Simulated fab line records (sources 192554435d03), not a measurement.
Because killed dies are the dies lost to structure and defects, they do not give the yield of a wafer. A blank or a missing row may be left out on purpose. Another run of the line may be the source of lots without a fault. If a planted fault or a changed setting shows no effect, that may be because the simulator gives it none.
2 desks, one fault    flow n5_finfet    numbers are kept per desk, each desk with only its own; the story behind them comes last

## DESK OF THE TOOL OWNER: pecvd-04
The tool's own readings at N5_BEOL_M3_PECVD_72 (deposits SiO2 from TEOS/O2, target thk 16 nm, time 18 s): means of the sampled wafers that have a number, for each lot that ran on this tool. Marked OUT: a lot whose mean sits more than 4 standard deviations from the usual mean, which makes it out of limits; the brackets give that distance.
Columns: A = heater_power_w at N5_BEOL_M3_PECVD_72, usual 756 W; B = showerhead_plenum_p_Torr at N5_BEOL_M3_PECVD_72, usual 8.79 Torr; C = susceptor_temp_C at N5_BEOL_M3_PECVD_72, usual 400.03 C; D = throttle_valve_pct at N5_BEOL_M3_PECVD_72, usual 22.4 %
lot   first seen here  A    B     C                 D
L252  day 7 11:23      872  8.80  400.12            23.8
L258  day 8 20:28      912  8.82  408.66 (+35) OUT  23.9
L261  day 9 12:33      932  8.87  408.83 (+35) OUT  23.0
Finding of this desk: L258, L261 out of limits; the first was L258 at day 8 20:28, on susceptor_temp_C at N5_BEOL_M3_PECVD_72. In limits: L252.

## METROLOGY DESK
What the gauges read for every lot (on any tool): the sampled wafers with a number, averaged. Marked OUT: a lot whose mean sits more than 4 standard deviations from the usual mean, which makes it out of limits; the brackets give that distance. Readings shown: 7 of its 10, picked as those furthest out on some lot.
Columns: A = DIBL_N at N5_BEOL_M4_RC_MEAS_101, usual 36.3 mV/V; B = DIBL_P at N5_BEOL_M4_RC_MEAS_101, usual 36.1 mV/V; C = IOFF_N at N5_BEOL_M4_RC_MEAS_101, usual 0.161 nA/um; D = IOFF_P at N5_BEOL_M4_RC_MEAS_101, usual 0.209 nA/um; E = ION_P at N5_BEOL_M4_RC_MEAS_101, usual 462 uA/um; F = VT_N at N5_BEOL_M4_RC_MEAS_101, usual 249.1 mV; G = VT_P at N5_BEOL_M4_RC_MEAS_101, usual -249.9 mV
lot   first seen here  A     B     C      D      E    F      G
L252  day 8 08:08      37.5  37.7  0.184  0.235  468  246.3  -247.7
L258  day 9 19:44      34.8  35.8  0.141  0.175  459  249.5  -253.7
L261  day 10 10:19     36.8  36.2  0.166  0.201  458  248.6  -249.2
L266  day 11 09:20     35.4  35.6  0.158  0.199  462  250.1  -250.5
This desk's finding: nothing out of limits on any of the 4 lots.

## BROUGHT TOGETHER
The tool owner's desk could have raised an alarm at day 8 20:28, on L258, L261.
The metrology desk saw nothing out of limits.
The metrology desk holds a record of L258, L261, inside its limits.
The lots listed all ran N5_BEOL_M3_PECVD_72 on pecvd-04.

## WHAT WAS PUT IN BY THE SIMULATOR
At N5_BEOL_M3_PECVD_72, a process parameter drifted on pecvd-04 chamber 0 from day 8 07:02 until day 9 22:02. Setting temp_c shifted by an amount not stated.
Shown lots that were struck: L258, L261.
How many hours passed from the start of the fault until each desk's first out-of-limits reading: the tool owner's desk, 13.
